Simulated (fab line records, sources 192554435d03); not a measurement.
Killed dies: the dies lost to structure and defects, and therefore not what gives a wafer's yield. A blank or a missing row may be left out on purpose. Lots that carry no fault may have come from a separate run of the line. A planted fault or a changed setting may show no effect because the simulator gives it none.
Matching of chambers	flow n5 finfet	N5_BEOL_M4_ALD_98 on ald sin-01: 4 sister chambers
The step deposits SiO2, target thk 2.5 nm, pulse time 1 s, co reactant pulse time 1 s. 16 wafers are shown with their chamber, then 8 later ones without.

WAFERS, EACH WITH ITS CHAMBER
wafer	chamber	heater power w (W)	precursor pulse height rel
L076.3	2	81	0.999
L076.4	3	84	0.962
L076.6	0	68	1.007
L086.2	0	66	0.999
L086.5	3	82	1.013
L086.6	2	73	1.002
L090.3	0	67	0.982
L090.5	1	79	0.958
L090.6	0	65	1.025
L089.2	0	66	0.987
L089.4	3	81	0.987
L089.6	3	81	1.014
L092.3	2	72	1.031
L092.4	1	78	1.005
L092.5	0	68	0.995
L094.1	1	80	0.961

SIGNATURES (means of the wafers above)
reading	chamber 0	chamber 1	chamber 2	chamber 3	scatter within a chamber
heater power w	66.67	79.00	75.33	82.00	2.31
precursor pulse height rel	0.99917	0.97467	1.01067	0.99400	0.0205
Rule: for each reading, subtract the chamber's mean from the wafer's reading, divide by that reading's scatter and square the result; add these up over the readings and take the root, which gives the wafer's distance from the chamber. The wafer belongs to the nearest chamber; if the next one is less than 2 further off, it can't be placed. How the scatter is found: for the shown wafers, subtract from each reading the mean of its chamber, square and add these, divide the total by (wafers less chambers), then take the root.

WAFERS WITH NO CHAMBER GIVEN
wafer	heater power w (W)	precursor pulse height rel
L094.2	72	1.021
L094.4	72	0.994
L096.1	80	1.002
L096.2	83	0.987
L096.3	73	0.992
L097.1	85	1.010
L097.2	79	0.966
L097.6	80	0.994

EACH ONE'S CHAMBER
wafer	from the rows above	in truth
L094.2	can't be placed: 2 or 0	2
L094.4	can't be placed: 2 or 0 or 1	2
L096.1	can't be placed: 3 or 1 or 2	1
L096.2	can't be placed: 3 or 1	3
L096.3	can't be placed: 2 or 1 or 0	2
L097.1	can't be placed: 3 or 1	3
L097.2	can't be placed: 1 or 3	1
L097.6	can't be placed: 3 or 1 or 2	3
Placed correctly: 0 of 8. Not placeable from these rows: 8 (in 8, the candidates include the true chamber). Number placed wrongly: 0.
